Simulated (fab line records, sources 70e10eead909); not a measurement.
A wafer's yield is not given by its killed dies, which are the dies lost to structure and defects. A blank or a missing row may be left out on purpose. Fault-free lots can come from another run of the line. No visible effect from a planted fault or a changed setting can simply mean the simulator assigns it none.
Chamber matching :: flow nand_harc :: NHARC_A_M1_STRIP_18 on rie_diel-11 has 4 sister chambers
The step strips in N2/H2. 4 wafers are shown with their chamber, then 12 later ones without.

WAFERS, EACH WITH ITS CHAMBER
wafer: L087.2
chamber: 1
rf_vpp_V (V): 90.3

wafer: L087.3
chamber: 2
rf_vpp_V (V): 90.2

wafer: L088.4
chamber: 3
rf_vpp_V (V): 89.5

wafer: L088.5
chamber: 0
rf_vpp_V (V): 92.0

WAFERS WHOSE CHAMBER IS MISSING
wafer: L089.3
rf_vpp_V (V): 91.6

wafer: L089.4
rf_vpp_V (V): 90.9

wafer: L089.6
rf_vpp_V (V): 90.4

wafer: L090.3
rf_vpp_V (V): 90.9

wafer: L090.4
rf_vpp_V (V): 90.4

wafer: L090.6
rf_vpp_V (V): 91.3

wafer: L093.2
rf_vpp_V (V): 90.3

wafer: L093.3
rf_vpp_V (V): 91.6

wafer: L093.4
rf_vpp_V (V): 90.8

wafer: L095.2
rf_vpp_V (V): 89.8

wafer: L095.4
rf_vpp_V (V): 91.3

wafer: L095.5
rf_vpp_V (V): 90.6

EACH ONE'S CHAMBER
wafer: L089.3
from the rows above: can't be placed: 0 or 1
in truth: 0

wafer: L089.4
from the rows above: can't be placed: 1 or 2 or 0 or 3
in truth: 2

wafer: L089.6
from the rows above: can't be placed: 1 or 2 or 3
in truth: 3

wafer: L090.3
from the rows above: can't be placed: 1 or 2 or 0 or 3
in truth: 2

wafer: L090.4
from the rows above: can't be placed: 1 or 2 or 3
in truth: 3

wafer: L090.6
from the rows above: can't be placed: 0 or 1 or 2
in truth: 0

wafer: L093.2
from the rows above: can't be placed: 1 or 2 or 3
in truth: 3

wafer: L093.3
from the rows above: can't be placed: 0 or 1
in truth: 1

wafer: L093.4
from the rows above: can't be placed: 1 or 2 or 0 or 3
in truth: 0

wafer: L095.2
from the rows above: can't be placed: 3 or 2 or 1
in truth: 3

wafer: L095.4
from the rows above: can't be placed: 0 or 1 or 2
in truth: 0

wafer: L095.5
from the rows above: can't be placed: 1 or 2 or 3
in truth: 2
Placed correctly: 0 of 12. Not placeable from these rows: 12 (in 12, the candidates include the true chamber). 0 placed wrongly.
How it was worked out, from the rows above alone: a wafer's distance from a chamber is the root of the sum, over the readings, of the square of ((its reading less the chamber's mean) divided by the reading's scatter). The wafer belongs to the nearest chamber; if the next one is less than 2 further off, it can't be placed. Each chamber's mean is taken over the wafers shown for it. The scatter: with one shown wafer a chamber, the root of the mean of the squares of how far each hidden wafer lies from its nearest shown one.
